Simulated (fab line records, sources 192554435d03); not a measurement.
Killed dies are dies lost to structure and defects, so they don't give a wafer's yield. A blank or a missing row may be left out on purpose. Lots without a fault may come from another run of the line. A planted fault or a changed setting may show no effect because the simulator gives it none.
Chamber matching | flow n5_finfet | N5_SD_EPI_P_ETCH_16 on rie_diel-01: 4 sister chambers
The step etches SiO2 in CHF3/O2, target depth 5 nm. 14 wafers are shown with their chamber, then 7 later ones without.

WAFERS WITH THEIR CHAMBER
wafer  | chamber | throttle_valve_pct (%) | showerhead_plenum_p_Torr (Torr) | drypump_motor_current_A (A)
L523.1 | 3       | 18.69                  | 2.41                            | 5.57
L523.3 | 0       | 18.54                  | 2.46                            | 5.65
L523.6 | 1       | 19.34                  | 2.51                            | 6.27
L533.1 | 2       | 18.76                  | 2.35                            | 5.61
L533.4 | 3       | 18.73                  | 2.40                            | 5.55
L533.6 | 3       | 18.74                  | 2.40                            | 5.55
L534.2 | 1       | 19.37                  | 2.50                            | 6.25
L534.3 | 3       | 18.74                  | 2.40                            | 5.58
L534.6 | 2       | 18.76                  | 2.35                            | 5.61
L536.2 | 0       | 18.58                  | 2.45                            | 5.66
L536.3 | 2       | 18.77                  | 2.35                            | 5.62
L536.4 | 1       | 19.41                  | 2.50                            | 6.18
L538.1 | 3       | 18.74                  | 2.40                            | 5.58
L538.4 | 0       | 18.58                  | 2.45                            | 5.67

SIGNATURES (means of the wafers above)
reading                  | chamber 0 | chamber 1 | chamber 2 | chamber 3 | scatter within a chamber
throttle_valve_pct       | 18.5667   | 19.3733   | 18.7633   | 18.7280   | 0.0234
showerhead_plenum_p_Torr | 2.4533    | 2.5033    | 2.3500    | 2.4020    | 0.00462
drypump_motor_current_A  | 5.6600    | 6.2333    | 5.6133    | 5.5660    | 0.0238
Rule: a wafer's distance from a chamber is the root of the sum, over the readings, of the square of ((its reading less the chamber's mean) divided by the reading's scatter). The wafer belongs to the nearest chamber; if the next one is less than 2 further off, it can't be placed. The scatter: the root of (the sum of the squares of (reading less its chamber's mean) over the shown wafers, divided by (wafers less chambers)).

WAFERS WITHOUT THEIR CHAMBER
wafer  | throttle_valve_pct (%) | showerhead_plenum_p_Torr (Torr) | drypump_motor_current_A (A)
L538.5 | 18.75                  | 2.40                            | 5.56
L539.1 | 18.75                  | 2.40                            | 5.53
L539.2 | 18.76                  | 2.35                            | 5.62
L539.4 | 19.42                  | 2.50                            | 6.20
L540.3 | 18.59                  | 2.45                            | 5.68
L540.4 | 18.75                  | 2.40                            | 5.58
L540.5 | 18.74                  | 2.40                            | 5.56

WHICH CHAMBER EACH WENT THROUGH
wafer  | from the rows above | in truth
L538.5 | 3                   | 3
L539.1 | 3                   | 3
L539.2 | 2                   | 2
L539.4 | 1                   | 1
L540.3 | 0                   | 0
L540.4 | 3                   | 3
L540.5 | 3                   | 3
Placed correctly: 7 of 7. Can't be placed from these rows: 0. Placed wrongly: 0.
